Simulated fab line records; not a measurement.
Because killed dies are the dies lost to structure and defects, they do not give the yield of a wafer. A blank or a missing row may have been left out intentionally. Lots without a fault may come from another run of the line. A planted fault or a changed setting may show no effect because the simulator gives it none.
fab line records    flow n5Finfet
record: lots: 8  wafers: 24  lastDay: 17
route steps=1938 shown MOL_CONTACT_COAG@528 BEOL_M4@1111 PASSIVATION@1936
lots with no fault: from the same line, run without faults
startH: hours from the record's opening day to when the first of the lot's shown wafers began    waitH: hours elapsed since this lot's preceding step    " same as the row above    L1.1+2: several wafers, shown together as one row    - either no value or no given start    * or withheld: withheld    < > ~ a bound
route shown NAME@n: NAME is a module with steps in the file, n the number in the route of the first one    usual: mean/standard deviation taken from wafers without a fault    same: alike in all rows    chamber/n: place in a boat    sites: the reading at each site    _std_site: standard deviation of those values    _edge_site: mean of outer sites minus mean of inner sites    radiusMm: for every site, how far away it sits from the centre of the wafer    mask NAME#n: copy n    behind: the last tool/chamber to shape the wafer    hold: the reason the lot was held/the length of the hold in hours/how it ended    device: the transistor (n, p or np) that didn't switch    end of line: tests of these same wafers at the route's end    a step given without rows: its recipe and nothing more    killed: at the first sort, the dies lost to defects and structure; wafer yield is something else    map: a wafer's dies, x killed, . not, _ none there
set.NAME: setting as actually run; set.NAME@STEP: the setting as run at that earlier step    model.NAME: the simulator's own value behind a step, which no gauge read
the route's steps for a sample of lots (tables are steps, rows are wafers)
services: the hour from which a tool's chamber was out of use, counted from the record's first day as startH (under 0 if before that day), plus the number of hours and why
== steps ==
step: N5_MOL_CONTACT_COAG_INSPECT_10
recipe: mode: adi  inspectInstrument: brightfield
usual: rawDefectCount: 68/27
lot.wafer  tool              chamber  startH  waitH  rawDefectCount
L546.2     defectInspect-02  -        106.09  0.0    39
L546.3     "                 -        "       "      51
L546.4     "                 -        "       "      61
L547.2     defectInspect-02  -        106.99  0.0    42
L547.4     "                 -        "       "      57
L547.6     "                 -        "       "      45
L549.3     defectInspect-02  -        120.43  0.0    94
L549.4     "                 -        "       "      40
L549.5     "                 -        "       "      104
L551.1     defectInspect-01  -        130.79  0.1    46
L551.3     "                 -        "       "      48
L551.4     "                 -        "       "      52
L554.2     defectInspect-02  -        148.61  0.1    97
L554.4     "                 -        "       "      87
L554.5     "                 -        "       "      69
L553.1     defectInspect-01  -        154.55  0.1    64
L553.4     "                 -        "       "      59
L553.6     "                 -        "       "      65
L560.1     defectInspect-01  -        180.20  0.1    48
L560.3     "                 -        "       "      145
L560.5     "                 -        "       "      64
L564.1     defectInspect-02  -        209.18  0.1    54
L564.3     "                 -        "       "      96
L564.5     "                 -        "       "      93
step: N5_MOL_CONTACT_COAG_ETCH_59
recipe: chemistry: N2/H2  target: underlayer  targetDepthA: 130  maskMaterial: CAR-EUV  timeS: 10.4  ionEnergyEv: 200  pressureMtorr: 30  sourceW: 840  biasW: 150  n2FlowSccm: 200  h2FlowSccm: 200  ends: cleared
usual: biasW: 150.0/0.46  chamberPressureMTorr: 29.997/0.026  drypumpMotorCurrentA: 5.4/0.34  etchRfOnTimeS: 10.25/0.27  h2FlowSccm: 200.1/0.62  oesProductAu: 0.66/0.07  rfVppV: 525.6/1.9  showerheadPlenumPTorr: 2.60/0.064  throttleValvePct: 17.87/0.18
lot.wafer  tool        chamber  startH  waitH  biasW  chamberPressureMTorr  drypumpMotorCurrentA  etchRfOnTimeS  h2FlowSccm  oesProductAu  rfHoursCounterH  rfVppV  showerheadPlenumPTorr  throttleValvePct
L546.2     rieDiel-06  2        106.16  0.0    149.5  30.003                5.0                   10.25          200.2       0.64          146              527.5   2.64                   17.64
L546.3     "           1        "       "      150.4  30.012                5.6                   10.28          199.7       0.63          186              526.4   2.62                   17.55
L546.4     "           1        "       "      150.3  30.007                5.6                   10.28          200.6       0.62          -                526.3   2.62                   17.58
L547.2     rieDiel-06  0        107.06  0.0    150.2  30.019                5.2                   9.92           200.3       0.69          104              527.0   2.67                   18.16
L547.4     "           0        "       "      149.6  29.995                5.2                   10.00          200.1       0.69          -                525.7   2.67                   18.14
L547.6     "           1        "       "      149.3  29.991                5.6                   10.15          200.1       0.63          -                526.0   2.62                   17.55
L549.3     rieDiel-02  0        120.54  0.0    150.7  29.977                5.3                   10.52          200.7       0.81          8                528.8   2.72                   17.83
L549.4     "           1        "       "      150.2  29.955                5.7                   10.55          199.8       0.61          176              526.2   2.65                   18.15
L549.5     "           3        "       "      150.1  29.944                5.9                   10.30          199.7       0.66          -                524.1   2.55                   17.85
L551.1     rieDiel-01  3        130.86  0.0    149.8  30.042                5.2                   10.57          200.2       0.61          197              524.2   2.52                   17.80
L551.3     "           1        "       "      149.9  29.979                6.1                   10.18          199.7       0.70          71               522.9   2.57                   17.83
L551.4     "           2        "       "      149.9  29.990                4.8                   10.22          200.9       0.64          175              524.7   2.54                   17.89
L554.2     rieDiel-02  0        148.72  0.0    150.3  30.052                5.2                   10.52          200.1       0.79          20               528.2   2.71                   17.86
L554.4     "           2        "       "      149.9  29.960                5.4                   10.24          199.7       0.62          207              524.9   2.62                   17.88
L554.5     "           3        "       "      150.9  29.992                5.9                   10.27          200.4       0.64          -                522.8   2.55                   17.88
L553.1     rieDiel-01  1        154.62  0.0    150.8  30.035                6.1                   10.03          199.5       0.70          83               523.7   2.57                   17.83
L553.4     "           3        "       "      150.9  29.999                5.2                   10.56          199.8       0.62          208              523.6   2.52                   17.82
L553.6     "           2        "       "      150.1  29.986                4.8                   10.15          199.9       0.64          -                524.3   2.53                   17.90
L560.1     rieDiel-06  2        180.31  0.0    149.5  29.886                5.0                   6.85           199.6       0.80          172              526.4   2.63                   17.73
L560.3     "           1        "       "      150.2  30.015                5.6                   10.17          199.4       0.61          211              526.7   2.61                   17.62
L560.5     "           2        "       "      149.7  30.021                4.9                   10.22          199.3       0.63          -                527.3   2.63                   17.67
L564.1     rieDiel-06  1        209.25  0.0    149.8  29.936                5.6                   6.81           200.2       0.77          222              526.5   2.60                   17.67
L564.3     "           3        "       "      149.7  29.971                5.7                   9.63           199.6       0.82          29               524.8   2.48                   17.84
L564.5     "           3        "       "      149.9  30.032                5.7                   9.69           200.0       0.80          -                521.1   2.48                   17.85
step: N5_MOL_CONTACT_COAG_ETCH_106
recipe: chemistry: N2/H2  target: SOC  targetDepthA: 800  overetchA: 160  maskMaterial: SiARC  tempC: 40  timeS: 120  ionEnergyEv: 200  pressureMtorr: 30  sourceW: 840  biasW: 150  n2FlowSccm: 200  h2FlowSccm: 200
usual: biasW: 150.0/0.46  chamberPressureMTorr: 29.995/0.024  drypumpMotorCurrentA: 5.4/0.34  h2FlowSccm: 200.0/0.68  oesProductAu: 0.68/0.067  rfVppV: 525.6/1.8  showerheadPlenumPTorr: 2.60/0.064  tempC: 40.00/0.11  throttleValvePct: 17.84/0.19
same: timeS: 120
lot.wafer  tool        chamber  startH  waitH  biasW  chamberPressureMTorr  drypumpMotorCurrentA  h2FlowSccm  oesProductAu  rfHoursCounterH  rfVppV  showerheadPlenumPTorr  tempC  throttleValvePct
L546.2     rieDiel-06  2        106.21  0.0    150.2  29.984                5.0                   199.7       0.67          146              526.2   2.64                   39.83  17.60
L546.3     "           1        "       "      150.0  29.975                5.6                   200.4       0.66          186              526.6   2.62                   39.93  17.54
L546.4     "           1        "       "      149.7  29.949                5.6                   200.4       0.65          -                526.8   2.62                   39.98  17.53
L547.2     rieDiel-06  0        107.11  0.0    150.4  30.048                5.2                   199.9       0.70          104              527.0   2.67                   40.17  18.12
L547.4     "           0        "       "      149.6  29.971                5.2                   199.1       0.71          -                527.4   2.67                   39.93  18.12
L547.6     "           1        "       "      149.5  29.993                5.6                   199.8       0.66          -                525.3   2.62                   39.87  17.52
L549.3     rieDiel-02  0        120.58  0.0    150.0  29.933                5.2                   200.1       0.84          8                528.8   2.72                   40.06  17.81
L549.4     "           1        "       "      149.9  29.998                5.7                   199.9       0.65          176              527.5   2.65                   40.07  18.16
L549.5     "           3        "       "      150.0  29.977                5.9                   200.1       0.67          -                525.4   2.55                   39.77  17.81
L551.1     rieDiel-01  3        130.91  0.0    150.1  29.992                5.2                   199.8       0.66          197              523.1   2.52                   39.87  17.77
L551.3     "           1        "       "      150.4  29.960                6.1                   200.3       0.72          71               523.2   2.57                   40.04  17.79
L551.4     "           2        "       "      150.3  29.987                4.8                   199.9       0.66          175              524.8   2.54                   40.28  17.86
L554.2     rieDiel-02  0        148.77  0.0    150.1  29.976                5.2                   200.0       0.82          20               527.5   2.71                   40.05  17.83
L554.4     "           2        "       "      149.9  29.983                5.4                   199.4       0.64          207              526.9   2.62                   40.02  17.85
L554.5     "           3        "       "      150.1  29.979                5.8                   200.2       0.67          -                524.5   2.55                   39.89  17.87
L553.1     rieDiel-01  1        154.67  0.0    149.6  29.994                6.1                   200.4       0.71          83               524.4   2.57                   39.89  17.80
L553.4     "           3        "       "      149.9  29.954                5.2                   200.0       0.65          208              523.8   2.52                   40.08  17.78
L553.6     "           2        "       "      149.5  30.014                4.8                   200.7       0.66          -                523.7   2.53                   40.08  17.88
L560.1     rieDiel-06  2        180.36  0.0    150.5  29.990                4.9                   200.3       0.65          172              527.3   2.63                   39.98  17.65
L560.3     "           1        "       "      150.1  29.945                5.6                   200.0       0.64          211              526.9   2.61                   39.93  17.57
L560.5     "           2        "       "      150.8  29.982                4.9                   201.0       0.65          -                525.1   2.63                   40.14  17.67
L564.1     rieDiel-06  1        209.29  0.0    149.7  29.970                5.6                   200.2       0.63          222              525.9   2.60                   39.80  17.60
L564.3     "           3        "       "      150.1  30.030                5.6                   199.2       0.81          29               522.1   2.48                   40.11  17.81
L564.5     "           3        "       "      150.7  29.972                5.6                   199.7       0.81          -                521.0   2.48                   40.37  17.79
step: N5_MOL_CONTACT_COAG_CONTACT_ETCH_14
recipe: chemistry: C4F6/O2  target: SiO2  targetDepthA: 275  overetchA: 85  maskMaterial: SOC  pressureMtorr: 30  sourceW: 370  biasW: 185  Ar_flow_sccm: 300  C4F6_flow_sccm: 16  O2_flow_sccm: 10  timeS: 20  ionEnergyEv: 259.6
usual: biasW: 184.9/0.55  chamberPressureMTorr: 30.001/0.027  drypumpMotorCurrentA: 5.4/0.34  mfcArSccm: 300.1/0.88  oesProductAu: 0.65/0.063  rfVppV: 694.7/2.4  showerheadPlenumPTorr: 2.95/0.066  throttleValvePct: 21.29/0.13
same: timeS: 20
lot.wafer  tool        chamber  startH  waitH  biasW  chamberPressureMTorr  drypumpMotorCurrentA  mfcArSccm  oesProductAu  rfHoursCounterH  rfVppV  showerheadPlenumPTorr  throttleValvePct
L546.2     rieDiel-06  2        106.31  0.0    185.4  30.004                4.9                   298.7      0.64          147              694.7   3.02                   21.15
L546.3     "           1        "       "      185.6  30.008                5.6                   300.7      0.62          186              696.7   2.98                   21.11
L546.4     "           1        "       "      185.1  30.021                5.6                   302.4      0.62          -                697.1   2.98                   21.09
L547.2     rieDiel-06  0        107.21  0.0    185.1  30.015                5.2                   300.2      0.68          104              696.8   3.02                   21.51
L547.4     "           0        "       "      184.6  29.945                5.2                   299.7      0.67          -                698.8   3.02                   21.50
L547.6     "           1        "       "      184.7  29.995                5.6                   300.0      0.62          -                696.5   2.98                   21.10
L549.3     rieDiel-02  0        120.68  0.0    185.2  30.017                5.2                   298.4      0.81          8                700.4   3.05                   21.16
L549.4     "           1        "       "      185.0  30.013                5.7                   300.6      0.62          176              696.6   2.98                   21.40
L549.5     "           3        "       "      185.5  30.016                5.8                   299.8      0.65          -                694.3   2.89                   21.31
L551.1     rieDiel-01  3        131.01  0.0    185.5  29.995                5.2                   299.6      0.62          197              692.8   2.87                   21.23
L551.3     "           1        "       "      184.3  30.005                6.1                   299.4      0.69          71               693.9   2.90                   21.11
L551.4     "           2        "       "      184.2  30.010                4.8                   299.3      0.62          175              692.8   2.88                   21.36
L554.2     rieDiel-02  0        148.87  0.0    185.9  30.006                5.2                   299.6      0.79          20               698.3   3.04                   21.16
L554.4     "           2        "       "      184.1  29.954                5.4                   300.9      0.61          207              696.3   2.97                   21.36
L554.5     "           3        "       "      184.7  29.997                5.9                   301.1      0.64          -                691.2   2.88                   21.33
L553.1     rieDiel-01  1        154.77  0.0    185.5  30.052                6.1                   300.3      0.68          83               693.7   2.89                   21.12
L553.4     "           3        "       "      185.7  30.028                5.2                   300.2      0.62          208              692.0   2.87                   21.24
L553.6     "           2        "       "      184.7  30.026                4.8                   300.1      0.62          -                693.1   2.88                   21.39
L560.1     rieDiel-06  2        180.46  0.0    185.0  30.011                5.0                   300.7      0.63          172              695.3   3.01                   21.16
L560.3     "           1        "       "      184.5  30.010                5.6                   300.4      0.61          211              696.1   2.97                   21.11
L560.5     "           2        "       "      184.5  30.030                5.0                   298.7      0.62          -                697.5   3.01                   21.17
L564.1     rieDiel-06  1        209.39  0.0    184.7  30.040                5.6                   300.7      0.60          222              696.1   2.96                   21.14
L564.3     "           3        "       "      185.0  30.073                5.6                   299.3      0.77          29               690.8   2.83                   21.34
L564.5     "           3        "       "      184.8  29.945                5.7                   299.8      0.77          -                690.2   2.83                   21.33
step: N5_BEOL_M4_RC_MEAS_101
usual: DIBL_N: 36.1/1.6  DIBL_P: 36.6/1.9  IOFF_N: 0.160/0.026  IOFF_P: 0.210/0.028  ION_N: 677/10  ION_P: 464/6.9  SS_N: 71.4/0.56  SS_P: 73.3/0.61  VT_N: 249.1/2.6  VT_P: -250/3.3
lot.wafer  tool       chamber  startH  waitH  DIBL_N[mV/V]  DIBL_P[mV/V]  IOFF_N[nA/um]  IOFF_P[nA/um]  ION_N[uA/um]  ION_P[uA/um]  SS_N[mV/dec]  SS_P[mV/dec]  VT_N[mV]  VT_P[mV]
L547.2     prober-01  0        181.88  0.2    36.4          38.0          0.166          0.235          695           483           71.1          73.5          247.1     -245
L547.4     "          0        "       "      34.7          36.5          0.136          0.211          672           472           71.5          72.5          252.0     -249
L547.6     "          0        "       "      35.3          36.5          0.143          0.214          683           473           71.5          73.6          250.8     -247
L546.2     prober-01  0        186.81  0.2    37.3          38.1          0.174          0.238          687           473           71.9          73.8          250.0     -248
L546.3     "          0        "       "      34.0          33.5          0.107          0.166          657           455           71.0          72.6          256.2     -255
L546.4     "          0        "       "      35.0          34.0          0.120          0.170          663           458           70.8          73.5          253.8     -254
L549.3     prober-02  0        207.55  0.3    35.6          36.2          0.157          0.204          668           458           71.2          73.5          250.6     -252
L549.4     "          0        "       "      34.9          35.3          0.144          0.190          678           466           70.7          73.0          251.0     -250
L549.5     "          0        "       "      33.4          33.9          0.128          0.175          662           460           71.4          72.2          250.9     -254
L551.1     prober-01  0        215.79  0.0    38.0          38.7          0.172          0.209          681           461           71.2          73.9          251.7     -252
L551.3     "          0        "       "      37.6          38.7          0.176          0.210          683           456           71.5          74.3          246.0     -253
L551.4     "          0        "       "      38.1          38.3          0.159          0.192          679           459           71.7          73.7          251.9     -253
L554.2     prober-01  0        235.68  0.2    37.0          36.2          0.134          0.190          681           463           71.4          73.1          250.9     -253
L554.4     "          0        "       "      37.7          36.5          0.139          0.178          664           456           71.0          72.9          251.3     -252
L554.5     "          0        "       "      36.6          34.9          0.134          0.172          663           460           70.8          73.1          252.4     -254
L553.1     prober-01  0        248.10  0.0    33.8          35.6          0.144          0.198          680           462           70.4          72.0          250.6     -247
L553.4     "          0        "       "      36.5          38.3          0.198          0.240          682           465           71.9          73.4          247.1     -248
L553.6     "          0        "       "      33.9          35.4          0.141          0.193          673           463           71.2          72.9          251.9     -249
L560.1     prober-01  0        279.12  0.0    37.5          37.3          0.176          0.220          680           462           71.5          73.9          245.7     -252
L560.3     "          0        "       "      38.2          38.2          0.191          0.222          688           463           71.8          74.1          247.6     -250
L560.5     "          0        "       "      35.3          34.5          0.139          0.180          671           461           70.9          73.6          250.8     -254
L564.1     prober-02  0        283.77  0.0    38.1          39.7          0.212          0.267          687           473           71.9          74.3          243.8     -244
L564.3     "          0        "       "      33.5          34.0          0.131          0.178          685           471           70.5          72.3          251.5     -249
L564.5     "          0        "       "      35.5          36.6          0.159          0.222          686           474           70.9          73.9          248.0     -243
step: N5_PASSIVATION_PROBE_49
usual: defectLimitedYield: 91.3/1.5  killed_at_M0_to_M3: 34/10  killed_at_M4_up: 13/4.9  killedAtContacts: 13/6.1  killedAtFrontEnd: 39/13  killedAtOther: 4.1/2.7  killedDies: 103/18  killedOpen: 68/13  killedShort: 32/7.6  sort_bin_5_function: 5.2/1  sort_bin_6_memory: 3.2/0.75  sortNPass: 1077/18  sortYieldPct: 91.3/1.5
same: grossDies: 1180  killedAtBackSide: 0  sort_bin_4_leakage[%]: 0  sort_bin_8_speed[%]: 0
lot.wafer  tool       chamber  startH  waitH  defectLimitedYield[%]  killed_at_M0_to_M3  killed_at_M4_up  killedAtContacts  killedAtFrontEnd  killedAtOther  killedDies  killedOpen  killedShort  sort_bin_5_function[%]  sort_bin_6_memory[%]  sortNPass  sortYieldPct[%]
L553.1     prober-01  -        353.49  0.0    93.2                   31                  10               8                 28                3              80          50          28           4.4                     2.2                   1100       93.2
L564.1     prober-01  -        396.00  0.0    90.3                   50                  17               9                 32                6              114         77          35           4.8                     4.5                   1066       90.3
L564.3     prober-01  -        396.10  0.1    90.6                   29                  24               19                36                3              111         72          39           6.2                     3.1                   1069       90.6
L564.5     prober-01  -        396.20  0.2    91.3                   32                  14               13                33                11             103         70          30           6.1                     2.5                   1077       91.3
killed by level:class
L553.1 MOL_CONTACT_COAG:geometricParticle:open=7 BEOL_M2:geometricParticle:open=7 BEOL_M3:geometricParticle:open=7 STI_FIN_REVEAL:geometricParticle:open=6 STI_FIN_REVEAL:geometricParticle:short=5 DUMMY_GATE:geometricParticle:open=5 FIN_SAQP:geometricParticle:short=4 BEOL_M0_SAQP:geometricParticle:short=3
L564.1 BEOL_M4:geometricParticle:open=13 BEOL_M2:geometricParticle:open=10 FIN_SAQP:geometricParticle:open=9 BEOL_M0_SAQP:geometricParticle:open=8 BEOL_M0:geometricParticle:open=8 BEOL_M3:geometricParticle:open=8 MOL_CONTACT_COAG:geometricParticle:open=6 FIN_SAQP:geometricParticle:short=5
L564.3 FIN_SAQP:geometricParticle:open=16 MOL_CONTACT_COAG:geometricParticle:open=15 BEOL_M4:geometricParticle:open=11 FIN_SAQP:geometricParticle:short=9 BEOL_M0_SAQP:geometricParticle:short=6 BEOL_M2:geometricParticle:open=5 BEOL_M1:geometricParticle:open=5 MOL_CONTACT_COAG:geometricParticle:short=4
L564.5 MOL_CONTACT_COAG:geometricParticle:open=12 FIN_SAQP:geometricParticle:open=8 BEOL_M2:geometricParticle:open=8 BEOL_M3:geometricParticle:open=8 FIN_SAQP:geometricParticle:short=6 BEOL_M1:geometricParticle:open=6 MIM_TOP_ETCH:geometricParticle:short=6 STI_FIN_REVEAL:geometricParticle:open=5
== services ==
tool        chamber  startH  hours  kind
rieDiel-01  -        85.27   0.6    repair
rieDiel-06  3        86.01   8.5    repair
rieDiel-02  1        87.60   7.7    repair
rieDiel-02  1        101.25  2.7    repair
rieDiel-06  3        105.77  -      clean
rieDiel-06  3        105.77  -      consumableReplace:focusRing
rieDiel-06  3        105.77  17.6   scheduledDown
rieDiel-06  3        105.77  17.6   ventCycle
rieDiel-06  -        127.99  14.6   pm
rieDiel-01  1        191.40  6.2    repair
rieDiel-06  2        200.16  11.6   repair
== key ==
firstSign: step: N5_MOL_CONTACT_COAG_ETCH_59  reading: etchRfOnTimeS  direction: down  sigmas: 13  usual: *  struck: *
effect: step: N5_MOL_CONTACT_COAG_ETCH_59  reading: chamberPressureMTorr  direction: down  sigmas: 3.3  usual: *  struck: *
metAt N5_MOL_CONTACT_COAG_ETCH_59
struckLots L560,L564
struckWafers L560.1,L564.1
notActingAt N5_MOL_CONTACT_COAG_INSPECT_10,N5_MOL_CONTACT_COAG_ETCH_106,N5_MOL_CONTACT_COAG_CONTACT_ETCH_14
onsetBetween 107.06 180.31
fault: kind: processParameterDrift  tool: rieDiel-06  chamber: -  onsetH: 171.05  steps: N5_MOL_CONTACT_COAG_ETCH_59  channel: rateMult  offset: 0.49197  shape: step  endH: 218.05  scope: struckWafersOnly
